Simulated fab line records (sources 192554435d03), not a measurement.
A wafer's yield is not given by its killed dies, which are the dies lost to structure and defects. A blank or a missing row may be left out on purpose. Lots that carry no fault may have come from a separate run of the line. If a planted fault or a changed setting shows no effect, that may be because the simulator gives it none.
Which tool is to blame? / flow n5Finfet / Sampling: 8 lots, 22 wafers, 8 of 1938 route steps

## WHAT EACH GAUGE READ, for each wafer
N5_BEOL_M4_RC_MEAS_101.
lot=L712; measured=day 8 21:05; on=prober-01; DIBL_N (mV/V)=38.3 37.2 35.4; DIBL_P (mV/V)=40 38 36; IOFF_N (nA/um)=0.22 0.19 0.16; IOFF_P (nA/um)=0.36 0.28 0.26; ION_N (uA/um)=695 691 682; ION_P (uA/um)=487 478 481; SS_N (mV/dec)=72.9 72.2 72.0; SS_P (mV/dec)=73.0 73.6 73.0; VT_N (mV)=242 245 248; VT_P (mV)=-239 -242 -243
lot=L713; measured=day 9 14:54; on=prober-02; DIBL_N (mV/V)=36.5 35.3; DIBL_P (mV/V)=36 34; IOFF_N (nA/um)=0.17 0.14; IOFF_P (nA/um)=0.21 0.18; ION_N (uA/um)=691 677; ION_P (uA/um)=470 463; SS_N (mV/dec)=71.7 71.3; SS_P (mV/dec)=72.6 72.5; VT_N (mV)=246 252; VT_P (mV)=-249 -253
lot=L715; measured=day 10 10:13; on=prober-02; DIBL_N (mV/V)=31.4 31.9; DIBL_P (mV/V)=30 31; IOFF_N (nA/um)=0.10 0.11; IOFF_P (nA/um)=0.14 0.14; ION_N (uA/um)=677 659; ION_P (uA/um)=464 458; SS_N (mV/dec)=70.5 70.4; SS_P (mV/dec)=72.7 72.8; VT_N (mV)=257 256; VT_P (mV)=-254 -254
lot=L725; measured=day 12 02:02; on=prober-01; DIBL_N (mV/V)=36.6 40.7 37.0; DIBL_P (mV/V)=38 43 40; IOFF_N (nA/um)=0.16 0.25 0.16; IOFF_P (nA/um)=0.19 0.26 0.21; ION_N (uA/um)=692 694 668; ION_P (uA/um)=463 461 454; SS_N (mV/dec)=71.7 72.5 70.8; SS_P (mV/dec)=73.7 74.8 73.7; VT_N (mV)=248 247 254; VT_P (mV)=-253 -250 -254
lot=L728; measured=day 13 05:12; on=prober-02; DIBL_N (mV/V)=36.9 37.6 37.0; DIBL_P (mV/V)=38 37 36; IOFF_N (nA/um)=0.17 0.17 0.17; IOFF_P (nA/um)=0.24 0.24 0.22; ION_N (uA/um)=689 675 676; ION_P (uA/um)=475 466 454; SS_N (mV/dec)=71.3 72.1 71.6; SS_P (mV/dec)=74.3 74.6 74.0; VT_N (mV)=247 249 248; VT_P (mV)=-247 -248 -247
lot=L729; measured=day 13 10:51; on=prober-01; DIBL_N (mV/V)=36.5 32.8 35.4; DIBL_P (mV/V)=35 31 34; IOFF_N (nA/um)=0.14 0.10 0.13; IOFF_P (nA/um)=0.19 0.14 0.17; ION_N (uA/um)=663 659 670; ION_P (uA/um)=462 453 461; SS_N (mV/dec)=70.9 70.5 71.1; SS_P (mV/dec)=72.6 72.4 72.0; VT_N (mV)=250 256 252; VT_P (mV)=-251 -256 -255
lot=L731; measured=day 14 07:22; on=prober-02; DIBL_N (mV/V)=40.0 36.7 41.0; DIBL_P (mV/V)=38 34 40; IOFF_N (nA/um)=0.21 0.14 0.23; IOFF_P (nA/um)=0.22 0.16 0.25; ION_N (uA/um)=677 659 689; ION_P (uA/um)=457 448 467; SS_N (mV/dec)=72.4 71.2 72.3; SS_P (mV/dec)=73.5 72.5 74.2; VT_N (mV)=249 253 247; VT_P (mV)=-253 -257 -252
lot=L732; measured=day 14 07:26; on=prober-01; DIBL_N (mV/V)=28.6 32.5 32.1; DIBL_P (mV/V)=29 32 33; IOFF_N (nA/um)=0.06 0.11 0.11; IOFF_P (nA/um)=0.09 0.12 0.13; ION_N (uA/um)=633 658 677; ION_P (uA/um)=435 440 462; SS_N (mV/dec)=70.3 71.0 70.6; SS_P (mV/dec)=70.7 71.9 71.7; VT_N (mV)=264 256 253; VT_P (mV)=-265 -259 -259

N5_BEOL_M14_OCD_MEAS_35.
lot=L712; measured=day 12 02:02; on=ocd-02; trenchDepthNm (nm)=548 531 568
lot=L713; measured=day 12 20:17; on=ocd-01; trenchDepthNm (nm)=557 152
lot=L715; measured=day 13 18:58; on=ocd-01; trenchDepthNm (nm)=563 155
lot=L725; measured=day 15 12:23; on=ocd-01; trenchDepthNm (nm)=560 564 560
lot=L728; measured=day 16 13:36; on=ocd-02; trenchDepthNm (nm)=581 585 539
lot=L729; measured=day 16 20:01; on=ocd-02; trenchDepthNm (nm)=569 575 571
lot=L731; measured=day 17 05:08; on=ocd-02; trenchDepthNm (nm)=558 549 550
lot=L732; measured=day 17 10:52; on=ocd-02; trenchDepthNm (nm)=559 564 569

N5_BEOL_M14_THK_MEAS_50: measures by xrf.
lot=L712; measured=day 12 04:02; on=filmMetro-01; M14_THK (nm)=569 555 591
lot=L713; measured=day 12 23:55; on=filmMetro-01; M14_THK (nm)=568 155
lot=L715; measured=day 13 23:11; on=filmMetro-01; M14_THK (nm)=576 157
lot=L725; measured=day 15 15:17; on=filmMetro-01; M14_THK (nm)=573 577 577
lot=L728; measured=day 16 17:13; on=filmMetro-01; M14_THK (nm)=601 607 556
lot=L729; measured=day 16 23:47; on=filmMetro-01; M14_THK (nm)=587 596 591
lot=L731; measured=day 17 10:58; on=filmMetro-01; M14_THK (nm)=574 568 567
lot=L732; measured=day 17 14:08; on=filmMetro-01; M14_THK (nm)=568 573 582

N5_BEOL_M14_RS_MEAS_54: a four-point-probe measurement.
lot=L712; measured=day 12 04:17; on=filmMetro-02; M14_RS (ohm/sq)=0.0338 0.0348 0.0326
lot=L713; measured=day 13 00:04; on=filmMetro-02; M14_RS (ohm/sq)=0.0333 0.1301
lot=L715; measured=day 13 23:19; on=filmMetro-02; M14_RS (ohm/sq)=0.0328 0.1272
lot=L725; measured=day 15 15:25; on=filmMetro-02; M14_RS (ohm/sq)=0.0330 0.0328 0.0330
lot=L728; measured=day 16 17:21; on=filmMetro-01; M14_RS (ohm/sq)=0.0319 0.0315 0.0343
lot=L729; measured=day 16 23:55; on=filmMetro-01; M14_RS (ohm/sq)=0.0325 0.0321 0.0324
lot=L731; measured=day 17 11:05; on=filmMetro-01; M14_RS (ohm/sq)=0.0332 0.0336 0.0335
lot=L732; measured=day 17 14:16; on=filmMetro-01; M14_RS (ohm/sq)=0.0332 0.0329 0.0326

## WHAT TOOL EACH LOT RAN ON (gives the tool, then ch and the chambers of the sampled wafers, and finally the start)
lot=L712; N5_BEOL_M14_DESCUM_33=rieDiel-04 ch 1,2,3, day 12 01:26; N5_BEOL_M14_TRENCH_ETCH_34=rieDiel-04 ch 1,2,3, day 12 01:53; N5_BEOL_M14_ETCH_38=rieDiel-01 ch 0,1, day 12 02:52 or earlier; N5_BEOL_M14_DEGAS_41=pvdSputter-02, day 12 02:52
lot=L713; N5_BEOL_M14_DESCUM_33=rieDiel-04 ch 0,3, day 12 19:41; N5_BEOL_M14_TRENCH_ETCH_34=rieDiel-04 ch 0,3, day 12 20:08; N5_BEOL_M14_ETCH_38=rieDiel-06 ch 1,2, day 12 22:31 or earlier; N5_BEOL_M14_DEGAS_41=pvdSputter-03, day 12 22:31
lot=L715; N5_BEOL_M14_DESCUM_33=rieDiel-04 ch 0,1, day 13 18:22; N5_BEOL_M14_TRENCH_ETCH_34=rieDiel-04 ch 0,1, day 13 18:49; N5_BEOL_M14_ETCH_38=rieDiel-06 ch 0,2, day 13 21:52 or earlier; N5_BEOL_M14_DEGAS_41=pvdSputter-02, day 13 21:52
lot=L725; N5_BEOL_M14_DESCUM_33=rieDiel-01 ch 1,3, day 15 11:47; N5_BEOL_M14_TRENCH_ETCH_34=rieDiel-01 ch 1,3, day 15 12:14; N5_BEOL_M14_ETCH_38=rieDiel-06 ch 0,1,2, day 15 14:09 or earlier; N5_BEOL_M14_DEGAS_41=pvdSputter-03, day 15 14:09
lot=L728; N5_BEOL_M14_DESCUM_33=rieDiel-06 ch 0,1,3, day 16 12:59; N5_BEOL_M14_TRENCH_ETCH_34=rieDiel-06 ch 0,1,3, day 16 13:27; N5_BEOL_M14_ETCH_38=rieDiel-01 ch 0,1, day 16 15:52 or earlier; N5_BEOL_M14_DEGAS_41=pvdSputter-03, day 16 15:52
lot=L729; N5_BEOL_M14_DESCUM_33=rieDiel-01 ch 1,3, day 16 19:24; N5_BEOL_M14_TRENCH_ETCH_34=rieDiel-01 ch 1,3, day 16 19:51; N5_BEOL_M14_ETCH_38=rieDiel-04 ch 0,2, day 16 22:17 or earlier; N5_BEOL_M14_DEGAS_41=pvdSputter-03, day 16 22:17
lot=L731; N5_BEOL_M14_DESCUM_33=rieDiel-04 ch 0,2,3, day 17 04:31; N5_BEOL_M14_TRENCH_ETCH_34=rieDiel-04 ch 0,2,3, day 17 04:59; N5_BEOL_M14_ETCH_38=rieDiel-06 ch 1,2, day 17 09:44 or earlier; N5_BEOL_M14_DEGAS_41=pvdSputter-01, day 17 09:44
lot=L732; N5_BEOL_M14_DESCUM_33=rieDiel-04 ch 0,1,2, day 17 10:15; N5_BEOL_M14_TRENCH_ETCH_34=rieDiel-04 ch 0,1,2, day 17 10:42; N5_BEOL_M14_ETCH_38=rieDiel-01 ch 0,1,2, day 17 13:00 or earlier; N5_BEOL_M14_DEGAS_41=pvdSputter-01, day 17 13:00
- N5_BEOL_M14_DESCUM_33: chemistry O2, time 7.9 s.
- N5_BEOL_M14_TRENCH_ETCH_34: etches SiO2 in C4F8/O2/Ar, target depth 556.65 nm, time 126.9 s.
- N5_BEOL_M14_ETCH_38: etches SiCN in CF4/N2, target depth 106.5 nm, time 120.6 s.
- N5_BEOL_M14_DEGAS_41: time 60 s.

## WHAT THE TOOLS THEMSELVES READ (means of the sampled wafers that have a number; where no wafer has one, the mark that the record gives instead)
N5_BEOL_M14_DESCUM_33.
lot=L712; tool=rieDiel-04; drypumpMotorCurrentA (A)=5.7; oesProductAu (a.u.)=0.79; rfVppV (V)=243.1; showerheadPlenumPTorr (Torr)=2.08; throttleValvePct (%)=20.40
lot=L713; tool=rieDiel-04; drypumpMotorCurrentA (A)=5.5; oesProductAu (a.u.)=0.78; rfVppV (V)=241.6; showerheadPlenumPTorr (Torr)=2.00; throttleValvePct (%)=20.34
lot=L715; tool=rieDiel-04; drypumpMotorCurrentA (A)=5.9; oesProductAu (a.u.)=0.81; rfVppV (V)=242.3; showerheadPlenumPTorr (Torr)=2.05; throttleValvePct (%)=20.28
lot=L725; tool=rieDiel-01; drypumpMotorCurrentA (A)=5.6; oesProductAu (a.u.)=0.87; rfVppV (V)=242.2; showerheadPlenumPTorr (Torr)=2.02; throttleValvePct (%)=20.14
lot=L728; tool=rieDiel-06; drypumpMotorCurrentA (A)=5.5; oesProductAu (a.u.)=0.86; rfVppV (V)=243.9; showerheadPlenumPTorr (Torr)=2.12; throttleValvePct (%)=20.29
lot=L729; tool=rieDiel-01; drypumpMotorCurrentA (A)=5.8; oesProductAu (a.u.)=0.86; rfVppV (V)=242.2; showerheadPlenumPTorr (Torr)=2.01; throttleValvePct (%)=20.03
lot=L731; tool=rieDiel-04; drypumpMotorCurrentA (A)=5.7; oesProductAu (a.u.)=0.80; rfVppV (V)=242.5; showerheadPlenumPTorr (Torr)=2.01; throttleValvePct (%)=20.31
lot=L732; tool=rieDiel-04; drypumpMotorCurrentA (A)=6.0; oesProductAu (a.u.)=0.82; rfVppV (V)=242.8; showerheadPlenumPTorr (Torr)=2.05; throttleValvePct (%)=20.26

N5_BEOL_M14_TRENCH_ETCH_34.
lot=L712; tool=rieDiel-04; biasW (W)=2044; drypumpMotorCurrentA (A)=5.7; oesProductAu (a.u.)=0.79; rfVppV (V)=2215; showerheadPlenumPTorr (Torr)=3.41; throttleValvePct (%)=30.84
lot=L713; tool=rieDiel-04; biasW (W)=2054; drypumpMotorCurrentA (A)=5.5; oesProductAu (a.u.)=0.77; rfVppV (V)=2164; showerheadPlenumPTorr (Torr)=3.33; throttleValvePct (%)=31.03
lot=L715; tool=rieDiel-04; biasW (W)=2040; drypumpMotorCurrentA (A)=6.0; oesProductAu (a.u.)=0.80; rfVppV (V)=2239; showerheadPlenumPTorr (Torr)=3.42; throttleValvePct (%)=30.98
lot=L725; tool=rieDiel-01; biasW (W)=2048; drypumpMotorCurrentA (A)=5.6; oesProductAu (a.u.)=0.86; rfVppV (V)=2251; showerheadPlenumPTorr (Torr)=3.34; throttleValvePct (%)=30.70
lot=L728; tool=rieDiel-06; biasW (W)=2042; drypumpMotorCurrentA (A)=5.5; oesProductAu (a.u.)=0.85; rfVppV (V)=2192; showerheadPlenumPTorr (Torr)=3.47; throttleValvePct (%)=30.69
lot=L729; tool=rieDiel-01; biasW (W)=2037; drypumpMotorCurrentA (A)=5.8; oesProductAu (a.u.)=0.87; rfVppV (V)=2246; showerheadPlenumPTorr (Torr)=3.32; throttleValvePct (%)=30.45
lot=L731; tool=rieDiel-04; biasW (W)=2036; drypumpMotorCurrentA (A)=5.7; oesProductAu (a.u.)=0.80; rfVppV (V)=2170; showerheadPlenumPTorr (Torr)=3.33; throttleValvePct (%)=30.86
lot=L732; tool=rieDiel-04; biasW (W)=2041; drypumpMotorCurrentA (A)=5.9; oesProductAu (a.u.)=0.83; rfVppV (V)=2220; showerheadPlenumPTorr (Torr)=3.39; throttleValvePct (%)=30.84

N5_BEOL_M14_ETCH_38.
lot=L712; tool=rieDiel-01; biasW (W)=70.00; drypumpMotorCurrentA (A)=5.2; n2FlowSccm (sccm)=60.09; oesProductAu (a.u.)=0.84; rfVppV (V)=383.5; showerheadPlenumPTorr (Torr)=2.25; throttleValvePct (%)=15.35
lot=L713; tool=rieDiel-06; biasW (W)=69.90; drypumpMotorCurrentA (A)=6.0; n2FlowSccm (sccm)=59.97; oesProductAu (a.u.)=0.85; rfVppV (V)=383.2; showerheadPlenumPTorr (Torr)=2.27; throttleValvePct (%)=15.32
lot=L715; tool=rieDiel-06; biasW (W)=69.95; drypumpMotorCurrentA (A)=5.5; n2FlowSccm (sccm)=60.20; oesProductAu (a.u.)=0.76; rfVppV (V)=382.6; showerheadPlenumPTorr (Torr)=2.25; throttleValvePct (%)=15.38
lot=L725; tool=rieDiel-06; biasW (W)=69.84; drypumpMotorCurrentA (A)=5.8; n2FlowSccm (sccm)=59.82; oesProductAu (a.u.)=0.89; rfVppV (V)=384.5; showerheadPlenumPTorr (Torr)=2.26; throttleValvePct (%)=15.24
lot=L728; tool=rieDiel-01; biasW (W)=70.04; drypumpMotorCurrentA (A)=5.3; n2FlowSccm (sccm)=60.15; oesProductAu (a.u.)=0.83; rfVppV (V)=382.3; showerheadPlenumPTorr (Torr)=2.19; throttleValvePct (%)=15.41
lot=L729; tool=rieDiel-04; biasW (W)=69.92; drypumpMotorCurrentA (A)=5.9; n2FlowSccm (sccm)=60.06; oesProductAu (a.u.)=0.80; rfVppV (V)=381.1; showerheadPlenumPTorr (Torr)=2.14; throttleValvePct (%)=15.25
lot=L731; tool=rieDiel-06; biasW (W)=70.14; drypumpMotorCurrentA (A)=6.0; n2FlowSccm (sccm)=59.92; oesProductAu (a.u.)=0.81; rfVppV (V)=383.1; showerheadPlenumPTorr (Torr)=2.24; throttleValvePct (%)=15.42
lot=L732; tool=rieDiel-01; biasW (W)=69.82; drypumpMotorCurrentA (A)=5.3; n2FlowSccm (sccm)=60.13; oesProductAu (a.u.)=0.79; rfVppV (V)=381.9; showerheadPlenumPTorr (Torr)=2.18; throttleValvePct (%)=15.41

N5_BEOL_M14_DEGAS_41.
lot=L712; tool=pvdSputter-02; heaterPowerW (W)=449
lot=L713; tool=pvdSputter-03; heaterPowerW (W)=450
lot=L715; tool=pvdSputter-02; heaterPowerW (W)=457
lot=L725; tool=pvdSputter-03; heaterPowerW (W)=435
lot=L728; tool=pvdSputter-03; heaterPowerW (W)=427
lot=L729; tool=pvdSputter-03; heaterPowerW (W)=478
lot=L731; tool=pvdSputter-01; heaterPowerW (W)=466
lot=L732; tool=pvdSputter-01; heaterPowerW (W)=477

## THE ANSWER, worked out from the rows above alone
Rule: what is usual is taken from the lots themselves. The widest of any qualifying gaps counts: lots, ordered by their means at a reading, are off when they make up no more than a third of the lots, leave a main group of 4 or more, and stand apart from it by 3 or more times the standard deviation of that group's means. A main group whose means are all the same, to the digits that the tables above print for the reading, isn't used. Also off: a lot with no number at a reading for which 4 or more lots have one. Where the step has rows for the other lots, those lots are counted as sound. First the gauges in route order, then the tools' own readings, where a lot's mean is used as printed above. At the first step where some lot is off, the reading lying furthest off is the one used; lots without a number count as furthest.
Off at N5_BEOL_M14_OCD_MEAS_35 (trenchDepthNm): L713, L715. Main group: mean 561 nm, sd 8.1.
A tool fits if, at a process step before that reading, it ran every lot that is off, and no sound lot after the first of them. Not tried: the gauges at N5_BEOL_M14_OCD_MEAS_35; whatever is off there is also off at N5_BEOL_M14_THK_MEAS_50, on other tools, and gauge error can't account for it. None of those tried fits.

## WHAT HAD BEEN PUT IN BY THE SIMULATOR
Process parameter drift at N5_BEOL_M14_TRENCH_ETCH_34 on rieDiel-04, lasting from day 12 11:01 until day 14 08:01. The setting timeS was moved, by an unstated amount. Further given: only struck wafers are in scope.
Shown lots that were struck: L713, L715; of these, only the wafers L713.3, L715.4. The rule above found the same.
